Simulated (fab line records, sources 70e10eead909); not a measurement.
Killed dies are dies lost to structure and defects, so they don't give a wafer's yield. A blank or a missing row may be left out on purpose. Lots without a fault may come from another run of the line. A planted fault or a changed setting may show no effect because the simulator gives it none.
Which tool did it? | flow nand_harc | 14 lots, 42 wafers sampled, at 4 steps of a route of 1302

WHAT THE GAUGES READ, wafer by wafer
NHARC_A_DECK1_JOINT_THK_MEAS_14: measures by ellipsometry. Usual: thk_nm 51.0 nm, standard deviation 1.6.
lot  | measured     | on            | thk_nm (nm)    | flag
L340 | day 11 12:39 | film_metro-02 | 48.0 48.4 50.7 |
L341 | day 11 12:39 | film_metro-01 | 48.7 48.7 49.9 |
L342 | day 12 06:25 | film_metro-02 | 51.0 50.4 52.3 |
L344 | day 12 23:05 | film_metro-01 | 51.7 49.8 47.7 |
L346 | day 14 00:14 | film_metro-01 | 53.7 50.7 51.0 |
L347 | day 14 16:41 | film_metro-02 | 49.9 51.0 52.0 |
L355 | day 17 16:06 | film_metro-02 | 49.9 53.8 52.5 |
L357 | day 18 08:58 | film_metro-02 | 51.6 50.0 52.2 |
L356 | day 18 05:48 | film_metro-01 | 51.3 52.5 51.7 |
L358 | day 19 02:21 | film_metro-01 | 51.4 51.3 50.9 |
L359 | day 19 08:02 | film_metro-01 | 53.9 50.5 51.7 |
L360 | day 20 02:07 | film_metro-02 | 52.4 52.9 51.3 |
L361 | day 20 09:29 | film_metro-02 | 52.9 50.1 51.5 |
L362 | day 20 09:29 | film_metro-01 | 52.7 51.6 50.2 |

NHARC_A_ONON_D2_THK_MEAS_02: measures by ellipsometry. Usual: thk_nm 998 nm, standard deviation 9.4.
lot  | measured     | on            | thk_nm (nm)    | flag
L340 | day 12 14:02 | film_metro-01 | 996 995 993    |
L341 | day 12 14:29 | film_metro-01 | 1002 1005 1003 |
L342 | day 13 09:37 | film_metro-01 | 999 998 1000   |
L344 | day 14 02:52 | film_metro-02 | 977 978 978    |
L346 | day 15 04:57 | film_metro-02 | 1104 1106 1103 | OFF
L347 | day 15 16:28 | film_metro-01 | 1136 1135 1134 | OFF
L355 | day 18 15:47 | film_metro-01 | 999 1002 1001  |
L357 | day 19 09:52 | film_metro-01 | 1013 1012 1013 |
L356 | day 19 09:40 | film_metro-01 | 994 996 995    |
L358 | day 20 03:38 | film_metro-01 | 1014 1013 1014 |
L359 | day 20 09:20 | film_metro-01 | 1007 1006 1006 |
L360 | day 21 00:53 | film_metro-02 | 996 997 997    |
L361 | day 21 08:15 | film_metro-01 | 988 989 990    |
L362 | day 21 08:16 | film_metro-02 | 992 993 990    |

WHICH TOOL RAN EACH LOT (tool, then ch and the chambers of the sampled wafers, then the start)
lot  | NHARC_A_CHANNEL_FILL_D1_ALD_16   | NHARC_A_ONON_D2_DEP_00
L340 | ald_hk-02 ch 0,1, day 9 13:09    | pecvd_onon-02 ch 0, day 12 13:39
L341 | ald_hk-03 ch 2,3, day 9 13:09    | pecvd_onon-02 ch 0, day 12 14:02
L342 | ald_hk-01 ch 0,2, day 10 03:32   | pecvd_onon-02 ch 0, day 13 09:07
L344 | ald_hk-02 ch 0,1,2, day 10 22:34 | pecvd_onon-02 ch 0, day 14 02:28
L346 | ald_hk-01 ch 0,2,3, day 11 23:36 | pecvd_onon-02 ch 0, day 15 04:26
L347 | ald_hk-01 ch 0,3, day 12 04:25   | pecvd_onon-02 ch 0, day 15 16:01
L355 | ald_hk-01 ch 0,1,3, day 15 20:55 | pecvd_onon-02 ch 0, day 18 15:20
L357 | ald_hk-03 ch 0,2,3, day 16 06:38 | pecvd_onon-01 ch 0, day 19 09:22
L356 | ald_hk-03 ch 0,3, day 16 06:51   | pecvd_onon-02 ch 0, day 19 09:13
L358 | ald_hk-03 ch 0,1,3, day 16 21:06 | pecvd_onon-02 ch 0, day 20 03:11
L359 | ald_hk-02 ch 0,1,3, day 17 07:23 | pecvd_onon-02 ch 0, day 20 08:50
L360 | ald_hk-01 ch 0,2,3, day 17 23:25 | pecvd_onon-02 ch 0, day 21 00:26
L361 | ald_hk-03 ch 0,1,3, day 18 08:45 | pecvd_onon-02 ch 0, day 21 07:45
L362 | ald_hk-01 ch 0,2,3, day 18 12:02 | pecvd_onon-04 ch 0, day 21 07:45
- NHARC_A_CHANNEL_FILL_D1_ALD_16: deposits SiO2, target thk 1.5 nm, pulse time 10 s, ald cycles 15.
- NHARC_A_ONON_D2_DEP_00: target thk 1000 nm.

WHAT THE TOOLS THEMSELVES READ (means of the sampled wafers that have a number; where no wafer has one, the mark that the record gives instead)
NHARC_A_CHANNEL_FILL_D1_ALD_16. Usual: heater_power_w 458 W, standard deviation 33; precursor_pulse_height_rel 1.001, standard deviation 0.021.
lot  | tool      | heater_power_w (W) | precursor_pulse_height_rel | flag
L340 | ald_hk-02 | 476                | 1.001                      |
L341 | ald_hk-03 | 478                | 1.002                      |
L342 | ald_hk-01 | 431                | 1.007                      |
L344 | ald_hk-02 | 470                | 1.021                      |
L346 | ald_hk-01 | 425                | 1.016                      |
L347 | ald_hk-01 | 423                | 1.014                      |
L355 | ald_hk-01 | 415                | 1.011                      |
L357 | ald_hk-03 | 491                | 1.011                      |
L356 | ald_hk-03 | 488                | 1.004                      |
L358 | ald_hk-03 | 478                | 0.998                      |
L359 | ald_hk-02 | 459                | 0.996                      |
L360 | ald_hk-01 | 431                | 1.011                      |
L361 | ald_hk-03 | 476                | 0.986                      |
L362 | ald_hk-01 | 426                | 0.996                      |

NHARC_A_ONON_D2_DEP_00. Usual: n2o_flow_sccm 2000 sccm, standard deviation 6.4; sih4_flow_sccm 210.1 sccm, standard deviation 0.56.
lot  | tool          | n2o_flow_sccm (sccm) | sih4_flow_sccm (sccm) | flag
L340 | pecvd_onon-02 | 2000                 | 209.6                 |
L341 | pecvd_onon-02 | 2004                 | 210.0                 |
L342 | pecvd_onon-02 | 2003                 | 209.6                 |
L344 | pecvd_onon-02 | 1993                 | 209.8                 |
L346 | pecvd_onon-02 | 2002                 | 210.0                 |
L347 | pecvd_onon-02 | 1998                 | 210.4                 |
L355 | pecvd_onon-02 | 1997                 | 210.0                 |
L357 | pecvd_onon-01 | 2000                 | 210.0                 |
L356 | pecvd_onon-02 | 2002                 | 209.9                 |
L358 | pecvd_onon-02 | 1997                 | 210.0                 |
L359 | pecvd_onon-02 | 2001                 | 210.6                 |
L360 | pecvd_onon-02 | 2004                 | 210.2                 |
L361 | pecvd_onon-02 | 2005                 | 209.3                 |
L362 | pecvd_onon-04 | 2006                 | 210.1                 |

THE ANSWER, worked out from the rows above alone
Rule: a lot is off if the mean of its wafers that have a number lies more than 3 standard deviations from the usual mean. A lot without any number at a reading at which 4 lots or more have one is off too. The other lots that the step has rows for count as sound. The gauges are gone through in route order, then the tools' own readings, and for those a lot's mean is taken as printed above. The first step at which some lot is off is used, and at that step the reading that is off furthest; a lot without a number counts as furthest.
Off: L346, L347, at NHARC_A_ONON_D2_THK_MEAS_02 (thk_nm).
A tool fits if, at a process step before that reading, it ran every lot that is off, and no sound lot after the first of them. The gauges at NHARC_A_ONON_D2_THK_MEAS_02 are tried like those tools. None of those tried fits.

WHAT THE SIMULATOR HAD PUT IN
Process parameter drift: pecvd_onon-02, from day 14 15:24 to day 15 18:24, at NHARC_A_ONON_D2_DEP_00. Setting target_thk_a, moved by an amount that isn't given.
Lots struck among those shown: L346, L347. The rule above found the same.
